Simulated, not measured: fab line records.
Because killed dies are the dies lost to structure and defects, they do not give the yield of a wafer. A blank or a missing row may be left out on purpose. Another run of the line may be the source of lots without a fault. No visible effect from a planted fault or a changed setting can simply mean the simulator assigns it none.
What tool caused it? | flow nandHarc | Sampling: 15 lots, 45 wafers, 3 of 1159 route steps

WHAT THE GAUGES SHOWED, per wafer
NHARC_A_CONTACT_CD_MEAS_69: the cd target is 200 nm. Usual: cdNm at 200.4 nm, with a standard deviation of 0.71.
lot  | measured     | on       | cdNm (nm)         | flag
L746 | day 16 09:34 | cdSem-01 | 199.0 200.2 200.4 | 
L745 | day 16 18:26 | cdSem-02 | 201.8 201.3 200.5 | 
L748 | day 16 21:43 | cdSem-03 | 200.4 201.1 201.2 | 
L747 | day 16 23:17 | cdSem-03 | 199.6 200.0 200.3 | 
L753 | day 18 13:41 | cdSem-03 | - - -             | OFF
L752 | day 18 15:38 | cdSem-03 | - - -             | OFF
L755 | day 18 23:34 | cdSem-01 | - - -             | OFF
L754 | day 19 01:46 | cdSem-03 | 200.2 200.1 199.8 | 
L758 | day 19 15:10 | cdSem-02 | 200.8 201.4 201.2 | 
L762 | day 20 09:53 | cdSem-03 | 200.5 201.0 199.2 | 
L761 | day 20 10:06 | cdSem-01 | 199.6 199.4 199.9 | 
L764 | day 21 09:37 | cdSem-03 | 200.7 200.5 199.8 | 
L767 | day 21 19:41 | cdSem-02 | 201.2 200.6 200.1 | 
L768 | day 21 20:43 | cdSem-01 | 200.4 200.3 200.5 | 
L766 | day 21 22:41 | cdSem-01 | 199.5 200.2 200.2 | 

EACH LOT AND THE TOOL THAT RAN IT (in order: tool; ch and the chambers of the sampled wafers; start)
lot  | NHARC_A_CONTACT_ETCH_120           | NHARC_A_CONTACT_EXPOSE_66
L746 | harCapEtch-01 ch 0,1, day 16 03:40 | arfiScanner-03 ch 0, day 16 09:26
L745 | harCapEtch-02 ch 0,1, day 16 09:49 | arfiScanner-01 ch 0, day 16 18:17
L748 | harCapEtch-02 ch 0,1, day 16 15:19 | arfiScanner-02 ch 0, day 16 21:35
L747 | harCapEtch-03 ch 0,1, day 16 16:32 | arfiScanner-02 ch 0, day 16 23:09
L753 | harCapEtch-03 ch 0,1, day 18 06:17 | arfiScanner-01, day 18 13:32
L752 | harCapEtch-02 ch 0,1, day 18 08:19 | arfiScanner-03, day 18 15:29
L755 | harCapEtch-03 ch 0,1, day 18 19:02 | arfiScanner-03, day 18 23:25
L754 | harCapEtch-01 ch 0,1, day 18 20:03 | arfiScanner-01 ch 0, day 19 01:38
L758 | harCapEtch-03 ch 0, day 19 08:31   | arfiScanner-03 ch 0, day 19 15:02
L762 | harCapEtch-01 ch 0,1, day 20 01:43 | arfiScanner-02 ch 0, day 20 09:45
L761 | harCapEtch-03 ch 0,1, day 20 01:50 | arfiScanner-01 ch 0, day 20 09:58
L764 | harCapEtch-02 ch 0,1, day 21 02:55 | arfiScanner-03 ch 0, day 21 09:29
L767 | harCapEtch-01 ch 0,1, day 21 14:17 | arfiScanner-03 ch 0, day 21 19:33
L768 | harCapEtch-03 ch 0,1, day 21 14:25 | arfiScanner-02 ch 0, day 21 20:35
L766 | harCapEtch-02 ch 0,1, day 21 18:02 | arfiScanner-03 ch 0, day 21 22:32
- NHARC_A_CONTACT_ETCH_120: etches the open film in C4F8/O2/Ar, time 94 s, target depth 922 nm.
- NHARC_A_CONTACT_EXPOSE_66: exposes mask A CC 2.

WHAT THE TOOLS THEMSELVES READ (means of the sampled wafers that have a number; where no wafer has one, the mark that the record gives instead)
NHARC_A_CONTACT_ETCH_120. Usual: chamberPressureMTorr at 19.999 mTorr, with a standard deviation of 0.017.
lot  | tool          | chamberPressureMTorr (mTorr) | flag
L746 | harCapEtch-01 | 19.990                       | 
L745 | harCapEtch-02 | 19.996                       | 
L748 | harCapEtch-02 | 20.021                       | 
L747 | harCapEtch-03 | 19.997                       | 
L753 | harCapEtch-03 | 19.999                       | 
L752 | harCapEtch-02 | 19.993                       | 
L755 | harCapEtch-03 | 20.004                       | 
L754 | harCapEtch-01 | 20.012                       | 
L758 | harCapEtch-03 | 19.998                       | 
L762 | harCapEtch-01 | 20.007                       | 
L761 | harCapEtch-03 | 20.001                       | 
L764 | harCapEtch-02 | 19.999                       | 
L767 | harCapEtch-01 | 19.986                       | 
L768 | harCapEtch-03 | 19.997                       | 
L766 | harCapEtch-02 | 19.999                       | 

NHARC_A_CONTACT_EXPOSE_66. Usual: exposureDoseMJCm2 58.99, standard deviation 0.06; focusOffsetNm 0.0 nm, standard deviation 0.57; stageVelMmS 500.01 mm/s, standard deviation 0.23.
lot  | tool           | exposureDoseMJCm2 | focusOffsetNm (nm) | stageVelMmS (mm/s) | flag
L746 | arfiScanner-03 | 58.96             | -0.0               | 500.40             | 
L745 | arfiScanner-01 | 58.93             | 0.2                | 499.88             | 
L748 | arfiScanner-02 | 58.97             | 0.0                | 500.33             | 
L747 | arfiScanner-02 | 58.84             | 0.8                | 499.75             | 
L753 | arfiScanner-01 | -                 | -                  | -                  | OFF
L752 | arfiScanner-03 | -                 | -                  | -                  | OFF
L755 | arfiScanner-03 | -                 | -                  | -                  | OFF
L754 | arfiScanner-01 | 58.95             | 0.1                | 500.08             | 
L758 | arfiScanner-03 | 58.96             | 0.1                | 500.00             | 
L762 | arfiScanner-02 | 58.98             | -0.3               | 499.86             | 
L761 | arfiScanner-01 | 58.96             | 0.3                | 500.13             | 
L764 | arfiScanner-03 | 59.05             | -0.2               | 500.04             | 
L767 | arfiScanner-03 | 59.02             | 0.9                | 499.99             | 
L768 | arfiScanner-02 | 58.99             | 0.6                | 499.77             | 
L766 | arfiScanner-03 | 59.00             | -0.1               | 500.18             | 

THE ANSWER, worked out from the rows above alone
Rule: a lot is off if the mean of its wafers that have a number lies more than 3 standard deviations from the usual mean. A lot without any number at a reading at which 4 lots or more have one is off too. All remaining lots with rows at the step are treated as sound. The gauges are gone through in route order, then the tools' own readings, and for those a lot's mean is taken as printed above. At the first step where some lot is off, the reading lying furthest off is the one used; lots without a number count as furthest.
Off, at NHARC_A_CONTACT_CD_MEAS_69 on cdNm: L753, L752, L755. Without a number there: L753, L752, L755.
A tool fits if, at a process step before that reading, it ran every lot that is off, and no sound lot after the first of them. Not tried: the gauges at NHARC_A_CONTACT_CD_MEAS_69; whatever is off there is also off at NHARC_A_CONTACT_EXPOSE_66, on other tools, and gauge error can't account for it. None of those tried fits.

WHAT WAS PUT IN BY THE SIMULATOR
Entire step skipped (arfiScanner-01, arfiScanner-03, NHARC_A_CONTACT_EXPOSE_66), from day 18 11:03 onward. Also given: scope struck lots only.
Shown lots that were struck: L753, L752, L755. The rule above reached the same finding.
